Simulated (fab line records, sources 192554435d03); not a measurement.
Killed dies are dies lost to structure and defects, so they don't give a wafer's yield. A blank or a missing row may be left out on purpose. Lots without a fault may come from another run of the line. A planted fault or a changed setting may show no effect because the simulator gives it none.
A struck lot beside a sound one | flow n5_finfet | 39 steps out of a route of 1938
Sound: wafers L430.1, L430.2, L430.4. Struck: wafer L429.4. (L429.1 of the same lot was not struck and is left out.) The cause comes at the end.
At each step with rows: each side's tool, then ch and its chambers, then its first start. Under that, the readings that differ: sound wafers | struck wafers | difference of the means | sigmas: that difference in standard deviations of wafers without a fault.
alike: readings whose means differ by less than 2 such deviations, and words and numbers that are the same on both sides. not compared: withheld readings, readings that some wafer has no value for, bounds like >300 that may hide the same value, and numbers for which the record gives no deviation and whose values overlap.
The two part at a step that has a row with sigmas, a row that says differs or no value, or rows on one side only. Numbers that don't overlap but have no deviation are shown without sigmas and don't part them. A reading that every wafer of one side lacks parts them only if that side has two wafers or more.

first, 10 steps without rows for these wafers: N5_DUMMY_GATE_ETCH_23 (etches poly-Si in HBr/Cl2/O2, target depth 41 nm, time 22.3 s); N5_DUMMY_GATE_ETCH_44 (etches poly-Si in HBr/O2, stops on SiO2, target depth 127.5 nm); N5_DUMMY_GATE_ETCH_42 (etches SiO2 in CHF3/O2, target depth 3.5 nm, time 31 s); N5_DUMMY_GATE_STRIP_48 (strips in N2/H2, time 20 s); N5_DUMMY_GATE_PRECLEAN_33 (cleans in dHF, time 10 s); N5_DUMMY_GATE_PRECLEAN_25 (cleans in O3/DIW, time 45 s); N5_DUMMY_GATE_PRECLEAN_51 (cleans in SC2, time 45 s); N5_DUMMY_GATE_SRD_26 (time 30 s); N5_DUMMY_GATE_UV_OZONE_45 (time 120 s); N5_SPACER0_ALD_07 (deposits SiNx, target thk 2 nm).
N5_SPACER0_ALD_00: deposits SiOCN, target thk 3.5 nm, pulse time 3 s, purge time 2 s.
  sound on ald_sin-03 ch 1,2,3, day 6 13:11; struck on ald_sin-01 ch 3, day 6 10:29
  reading                                   | sound       | struck | difference | sigmas
  ald_cycles                                | 58 58 58    | 83     | +25        |
  model.SiOCN_of_SPACER0_ALD_00.thk_nm (nm) | 3.4 3.6 3.6 | 5      | +1         |
  alike: heater_power_w, precursor_pulse_height_rel
then, 25 steps without rows for these wafers: N5_SPACER0_ALD_08 (deposits SiNx, target thk 2 nm); N5_SD_EPI_N_COAT_32 (time 60 s, resist thk 350 nm); N5_SD_EPI_N_COAT_33 (time 60 s, resist thk 35 nm); N5_SD_EPI_N_COAT_03 (resist thk 150 nm); N5_SD_EPI_N_EBR_05; N5_SD_EPI_N_SOFTBAKE_04 (time 60 s); N5_SD_EPI_N_EXPOSE_06 (exposes mask SD N BLK, target cd 120 nm); N5_SD_EPI_N_PEB_07 (peb time 60 s); N5_SD_EPI_N_DEVELOP_08 (develop time 30 s); N5_SD_EPI_N_DESCUM_14 (chemistry O2, time 7.9 s); N5_SD_EPI_N_ETCH_34 (etches SiARC in CF4, target depth 45.5 nm, time 75.8 s); N5_SD_EPI_N_ETCH_35 (etches SOC in N2/H2, overetch 108 nm, time 486 s); N5_SD_EPI_N_STRIP_36 (strips in N2/H2); N5_SD_EPI_N_ETCHBACK_44 (etches SiNx in CH3F/O2, stops on SiO2, target depth 14.5 nm); N5_SD_EPI_N_ETCH_45 (etches SiOCN in CH3F/O2, target depth 6 nm); N5_SD_EPI_N_ETCH_16 (etches SiO2 in CHF3/O2, target depth 5 nm); N5_SD_EPI_N_STRIP_47 (strips in CHF3/O2); N5_SD_EPI_N_SD_RECESS_17 (chemistry HBr/Cl2/O2, target depth 41 nm, time 23.7 s, bt time 3 s); N5_SD_EPI_N_STRIP_38 (strips in N2/H2); N5_SD_EPI_N_WET_ETCH_43 (etches SiO2 in dHF, time 14 s, target depth 1.5 nm); N5_SD_EPI_N_STRIP_18 (strips in SPM, time 750 s); N5_SD_EPI_N_SRD_20 (time 30 s); N5_SD_EPI_N_PRECLEAN_48 (cleans in NF3:NH3, afs cycles 2, time 20 s, sublimation time 60 s); N5_SD_EPI_N_VAPOR_ETCH_50 (etches Si in HCl, time 54 s); N5_SD_EPI_N_EPI_21 (deposits Si:P, time 690 s).
N5_SD_EPI_P_PRECLEAN_32: cleans in dHF, time 10 s.
  sound on wet_bench-05 ch 0,4,6, day 6 22:37; struck on wet_bench-05 ch 1, day 6 19:47
  reading                                   | sound       | struck | difference | sigmas
  model.SiOCN_of_SPACER0_ALD_00.thk_nm (nm) | 3.4 3.4 3.4 | 5      | +2         |
-- the record jumps here: 5 days lie between the struck wafers' starts before and after (it left off in module SD_EPI_P and takes up again in module BEOL_M4, whose first step shown is number 1111 of the route) --
N5_BEOL_M4_RC_MEAS_101:
  sound on prober-01 ch 0, day 11 16:22; struck on prober-02 ch 0, day 11 12:01
  reading            | sound               | struck | difference | sigmas
  DIBL_N (mV/V)      | 38.0 36.8 35.9      | 29.9   | -7.0       | -4
  DIBL_P (mV/V)      | 39.4 37.1 36.7      | 30.5   | -7.2       | -3
  IOFF_P (nA/um)     | 0.23 0.18 0.18      | 0.12   | -0.08      | -2
  IOFF_P_85C (nA/um) | 3.8 3.2 3.2         | 2.3    | -1.1       | -2
  ION_N (uA/um)      | 689 663 674         | 630    | -45        | -4
  ION_P (uA/um)      | 468 451 464         | 432    | -29        | -4
  REXT_N (ohm.um)    | 75.6 74.1 75.5      | 98.5   | +23.4      | +14
  REXT_P (ohm.um)    | 98.4 98.0 97.4      | 123.4  | +25.5      | +10
  VT_N (mV)          | 247 253 251         | 258    | +8         | +2
  VT_N_LVT (mV)      | 96 100 99           | 107    | +9         | +3
  VT_P_LVT (mV)      | -98.1 -102.4 -100.5 | -108.8 | -8.5       | -3
  alike: IOFF_N, IOFF_P_LIN, SS_N, SS_P, VT_P
-- the record jumps here: 5 days lie between the struck wafers' starts before and after (it left off in module BEOL_M4 and takes up again in module PASSIVATION, whose first step shown is number 1936 of the route) --
N5_PASSIVATION_PROBE_49:
  sound on prober-01, day 16 07:06; struck on prober-01, day 16 08:06
  reading              | sound          | struck | difference | sigmas
  killed_at_front_end  | 35 31 31       | 55     | +23        | +2
  sort_bin_8_speed (%) | 0 0 0          | 16.44  | +16.44     | +99 or more
  sort_n_pass          | 1080 1111 1068 | 866    | -220       | -13
  sort_yield_pct (%)   | 91.5 94.2 90.5 | 73.4   | -18.7      | -13
  alike: defect_limited_yield, killed_at_M0_to_M3, killed_at_M4_up, killed_at_contacts, killed_at_other, killed_dies, killed_open, killed_short, sort_bin_5_function, sort_bin_6_memory

WHERE THEY PART
First at N5_BEOL_M4_RC_MEAS_101; last, within this record, at N5_PASSIVATION_PROBE_49.

WHY: what the simulator had put in
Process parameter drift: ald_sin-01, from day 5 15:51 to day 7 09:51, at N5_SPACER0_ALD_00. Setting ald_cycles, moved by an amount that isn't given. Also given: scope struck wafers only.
